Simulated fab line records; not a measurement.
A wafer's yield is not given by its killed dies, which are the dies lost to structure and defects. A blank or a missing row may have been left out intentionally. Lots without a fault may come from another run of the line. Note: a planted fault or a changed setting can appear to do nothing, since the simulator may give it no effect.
Which of the tools did it? | flow n5Finfet | 9 lots with 27 wafers sampled at 6 steps, on a route of 1938 steps

WHAT THE GAUGES SHOWED, per wafer
N5_HKMG_FIN_CD_MEAS_12 targets a cd of 92.8 nm. Usual: cdNm reads 92.9 nm (standard deviation 0.55).
lot  | measured     | on       | cdNm (nm)      | flag
L594 | day 4 11:35  | cdSem-01 | 93.0 93.6 93.1 | 
L596 | day 4 22:08  | cdSem-02 | 93.1 93.0 92.8 | 
L599 | day 5 19:11  | cdSem-01 | 91.7 93.7 93.1 | 
L600 | day 5 21:59  | cdSem-02 | 93.5 92.3 93.8 | 
L607 | day 7 18:37  | cdSem-03 | 93.5 93.9 92.6 | 
L611 | day 8 14:35  | cdSem-03 | 92.1 92.9 92.0 | 
L612 | day 9 00:50  | cdSem-03 | 92.6 92.6 93.0 | 
L614 | day 9 10:02  | cdSem-01 | 92.5 92.3 92.7 | 
L616 | day 10 04:41 | cdSem-03 | 93.2 93.5 93.3 | 

N5_HKMG_FIN_INSPECT_14: inspects for defects (macro). Usual: rawDefectCount reads 2.3 (standard deviation 1.5).
lot  | measured     | on               | rawDefectCount | flag
L594 | day 4 11:38  | defectInspect-02 | 6 1 1          | 
L596 | day 4 22:11  | defectInspect-01 | 1 2 3          | 
L599 | day 5 19:14  | defectInspect-01 | 2 1 4          | 
L600 | day 5 22:03  | defectInspect-01 | 6 2 5          | 
L607 | day 7 18:40  | defectInspect-01 | >300 4 2       | 
L611 | day 8 14:39  | defectInspect-01 | 1 2 3          | 
L612 | day 9 00:53  | defectInspect-01 | 3 3 3          | 
L614 | day 9 10:05  | defectInspect-01 | 1 3 4          | 
L616 | day 10 04:44 | defectInspect-01 | 4 3 0          | 

N5_BEOL_M4_RC_MEAS_101. Usual: DIBL_N 36.4 mV/V, standard deviation 1.3; DIBL_P 36.5 mV/V, standard deviation 1.7; IOFF_N 0.154 nA/um, standard deviation 0.022; IOFF_P 0.202 nA/um, standard deviation 0.025; ION_N 671 uA/um, standard deviation 9.8; ION_P 460 uA/um, standard deviation 6.8; SS_N 71.6 mV/dec, standard deviation 0.54; SS_P 73.4 mV/dec, standard deviation 0.58; VT_N 250.9 mV, standard deviation 2.8; VT_P -251.4 mV, standard deviation 2.7.
lot  | measured     | on        | DIBL_N (mV/V)  | DIBL_P (mV/V)  | IOFF_N (nA/um)    | IOFF_P (nA/um)    | ION_N (uA/um) | ION_P (uA/um) | SS_N (mV/dec)  | SS_P (mV/dec)  | VT_N (mV)         | VT_P (mV)            | flag
L594 | day 8 04:26  | prober-02 | 37.2 34.8 37.4 | 35.9 33.7 36.4 | 0.159 0.124 0.168 | 0.181 0.161 0.194 | 682 668 674   | 449 458 452   | 73.0 71.3 72.1 | 73.1 73.1 72.9 | 252.0 255.4 250.2 | -252.2 -252.7 -252.2 | 
L596 | day 8 14:12  | prober-02 | 39.3 36.8 35.7 | 38.5 36.2 34.4 | 0.174 0.132 0.116 | 0.185 0.155 0.142 | 669 662 657   | 447 446 444   | 72.4 71.7 71.4 | 74.5 72.9 73.5 | 252.2 253.1 258.6 | -256.8 -256.9 -256.9 | 
L599 | day 9 13:07  | prober-02 | 37.8 36.2 36.0 | 37.6 35.6 35.5 | 0.182 0.152 0.147 | 0.234 0.199 0.197 | 680 684 681   | 470 466 466   | 71.4 70.8 71.3 | 73.9 73.4 73.8 | 247.4 249.2 248.4 | -247.5 -249.2 -248.3 | 
L600 | day 10 04:04 | prober-02 | 35.0 35.8 35.1 | 35.0 36.2 34.2 | 0.147 0.169 0.147 | 0.186 0.206 0.174 | 666 679 666   | 460 465 449   | 71.6 71.2 71.5 | 73.4 73.2 73.8 | 252.3 249.0 252.8 | -252.5 -253.1 -252.6 | 
L607 | day 11 21:34 | prober-02 | 35.3 36.9 35.7 | 35.9 37.8 35.5 | 0.150 0.181 0.150 | 0.196 0.220 0.189 | 689 689 674   | 471 467 462   | 71.5 72.5 71.9 | 73.8 73.8 73.2 | 247.1 248.2 249.2 | -252.5 -249.6 -251.8 | 
L611 | day 12 06:35 | prober-02 | 38.0 37.6 37.0 | 37.3 37.1 36.4 | 0.181 0.163 0.157 | 0.232 0.225 0.221 | 661 672 671   | 451 461 463   | 72.6 72.0 71.7 | 73.1 73.5 73.4 | 249.9 252.3 250.5 | -248.6 -251.1 -250.3 | 
L612 | day 12 18:36 | prober-01 | 35.8 38.0 36.2 | 35.5 37.1 35.9 | 0.135 0.161 0.139 | 0.225 0.260 0.243 | 662 656 655   | 466 461 458   | 70.9 72.7 71.7 | 73.0 73.9 73.3 | 253.4 249.9 252.5 | -250.0 -247.8 -245.9 | 
L614 | day 12 23:37 | prober-02 | 38.7 37.7 38.3 | 40.7 40.3 41.4 | 0.203 0.184 0.213 | 0.250 0.238 0.267 | 671 675 679   | 462 457 461   | 73.0 72.1 72.4 | 74.1 74.4 73.9 | 248.8 249.9 248.1 | -248.9 -249.7 -247.8 | 
L616 | day 13 17:35 | prober-01 | 36.1 37.4 37.3 | 37.4 38.9 38.9 | 0.157 0.189 0.187 | 0.192 0.220 0.211 | 677 685 669   | 453 465 455   | 71.5 71.6 71.8 | 73.3 74.2 73.7 | 247.4 245.6 248.7 | -252.0 -250.3 -251.6 | 

WHICH TOOL RAN EACH LOT (tool, then ch and the chambers of the sampled wafers, then the start)
lot  | N5_HKMG_FIN_WET_ETCH_81            | N5_HKMG_FIN_ETCH_31               | N5_HKMG_FIN_ETCH_32
L594 | wetBench-05 ch 0,1,7, day 4 10:20  | rieDiel-06 ch 0,3, day 4 11:43    | rieDiel-06 ch 0,3, day 4 11:46
L596 | wetBench-01 ch 1,3,7, day 4 21:00  | rieDiel-06 ch 0,1, day 4 22:15    | rieDiel-06 ch 0,1, day 4 22:18
L599 | wetBench-03 ch 0,4,5, day 5 17:56  | rieDiel-05 ch 0,3, day 5 19:19    | rieDiel-05 ch 0,3, day 5 19:22
L600 | wetBench-05 ch 0,1,2, day 5 20:44  | rieDiel-02 ch 2,3, day 5 22:07    | rieDiel-02 ch 2,3, day 5 22:10
L607 | wetBench-05 ch 1,2,3, day 7 17:22  | rieDiel-05 ch 1,3, day 7 18:45    | rieDiel-05 ch 1,3, day 7 18:50
L611 | wetBench-05 ch 0,5,7, day 8 13:21  | rieDiel-02 ch 1,3, day 8 14:43    | rieDiel-02 ch 1,3, day 8 14:46
L612 | wetBench-01 ch 2,3,4, day 8 23:43  | rieDiel-02 ch 0,2,3, day 9 00:58  | rieDiel-02 ch 0,2,3, day 9 01:01
L614 | wetBench-01 ch 0,2,7, day 9 08:54  | rieDiel-05 ch 0,1,3, day 9 10:09  | rieDiel-05 ch 0,1,3, day 9 10:12
L616 | wetBench-03 ch 1,2,4, day 10 03:34 | rieDiel-06 ch 0,1,2, day 10 04:50 | rieDiel-06 ch 0,1,2, day 10 04:53
- N5_HKMG_FIN_WET_ETCH_81: etches TiN in SC1, stops on HfO2, time 57 s, target depth 6 nm.
- N5_HKMG_FIN_ETCH_31: etches SiARC in CF4, target depth 45.5 nm, time 75.8 s.
- N5_HKMG_FIN_ETCH_32: etches SOC in N2/H2, target depth 240 nm, time 300 s.

AS READ BY THE TOOLS THEMSELVES (means over the sampled wafers that have a number; for cases with no such wafer, the mark the record gives instead)
N5_HKMG_FIN_ETCH_31. Usual: drypumpMotorCurrentA 5.8 A, standard deviation 0.35; etchRfOnTimeS 75.7 s, standard deviation 1.2; oesProductAu 0.67 a.u., standard deviation 0.081; rfVppV 183.7 V, standard deviation 1; showerheadPlenumPTorr 2.11 Torr, standard deviation 0.05; throttleValvePct 15.70 %, standard deviation 0.26.
lot  | tool       | drypumpMotorCurrentA (A) | etchRfOnTimeS (s) | oesProductAu (a.u.) | rfVppV (V) | showerheadPlenumPTorr (Torr) | throttleValvePct (%) | flag
L594 | rieDiel-06 | 6.1                      | 77.1              | 0.63                | 183.1      | 2.08                         | 15.75                | 
L596 | rieDiel-06 | 5.9                      | 75.6              | 0.63                | 183.8      | 2.13                         | 15.80                | 
L599 | rieDiel-05 | 5.7                      | 74.3              | 0.67                | 184.2      | 2.12                         | 15.59                | 
L600 | rieDiel-02 | 6.1                      | 75.1              | 0.64                | 183.7      | 2.11                         | 16.08                | 
L607 | rieDiel-05 | 5.5                      | 75.0              | 0.68                | 183.6      | 2.11                         | 15.58                | 
L611 | rieDiel-02 | 5.7                      | 74.6              | 0.62                | 182.0      | 2.05                         | 15.99                | 
L612 | rieDiel-02 | 6.1                      | 77.0              | 0.61                | 183.9      | 2.10                         | 16.00                | 
L614 | rieDiel-05 | 5.5                      | 76.4              | 0.70                | 183.8      | 2.10                         | 15.50                | 
L616 | rieDiel-06 | 5.9                      | 76.2              | 0.72                | 183.9      | 2.11                         | 15.50                | 

N5_HKMG_FIN_ETCH_32. Usual: drypumpMotorCurrentA 5.8 A, standard deviation 0.35; h2FlowSccm 200.0 sccm, standard deviation 0.55; oesProductAu 0.78 a.u., standard deviation 0.094; rfVppV 522.7 V, standard deviation 2; showerheadPlenumPTorr 2.50 Torr, standard deviation 0.063; throttleValvePct 17.94 %, standard deviation 0.25.
lot  | tool       | drypumpMotorCurrentA (A) | h2FlowSccm (sccm) | oesProductAu (a.u.) | rfVppV (V) | showerheadPlenumPTorr (Torr) | throttleValvePct (%) | flag
L594 | rieDiel-06 | 6.1                      | 199.8             | 0.75                | 521.9      | 2.47                         | 17.94                | 
L596 | rieDiel-06 | 5.9                      | 200.3             | 0.73                | 523.1      | 2.54                         | 18.14                | 
L599 | rieDiel-05 | 5.7                      | 200.1             | 0.78                | 522.1      | 2.50                         | 17.78                | 
L600 | rieDiel-02 | 6.1                      | 199.8             | 0.74                | 522.9      | 2.50                         | 18.28                | 
L607 | rieDiel-05 | 5.5                      | 199.7             | 0.79                | 523.5      | 2.51                         | 17.82                | 
L611 | rieDiel-02 | 5.7                      | 199.4             | 0.72                | 520.5      | 2.42                         | 18.19                | 
L612 | rieDiel-02 | 6.1                      | 200.2             | 0.72                | 522.5      | 2.48                         | 18.23                | 
L614 | rieDiel-05 | 5.5                      | 199.9             | 0.82                | 523.0      | 2.49                         | 17.78                | 
L616 | rieDiel-06 | 5.9                      | 200.1             | 0.85                | 522.4      | 2.50                         | 17.75                | 

THE ANSWER, worked out from the rows above alone
Rule: a lot is off if the mean of its wafers that have a number lies more than 3 standard deviations from the usual mean. A lot without any number at a reading at which 4 lots or more have one is off too. The other lots that the step has rows for count as sound. After the gauges, taken in route order, come the tools' own readings; for these a lot's mean is taken, as printed above. The first step at which some lot is off is used, and at that step the reading that is off furthest; a lot without a number counts as furthest.
No lot is off at any reading shown: from this, nothing can be told.

WHAT HAD BEEN PUT IN BY THE SIMULATOR
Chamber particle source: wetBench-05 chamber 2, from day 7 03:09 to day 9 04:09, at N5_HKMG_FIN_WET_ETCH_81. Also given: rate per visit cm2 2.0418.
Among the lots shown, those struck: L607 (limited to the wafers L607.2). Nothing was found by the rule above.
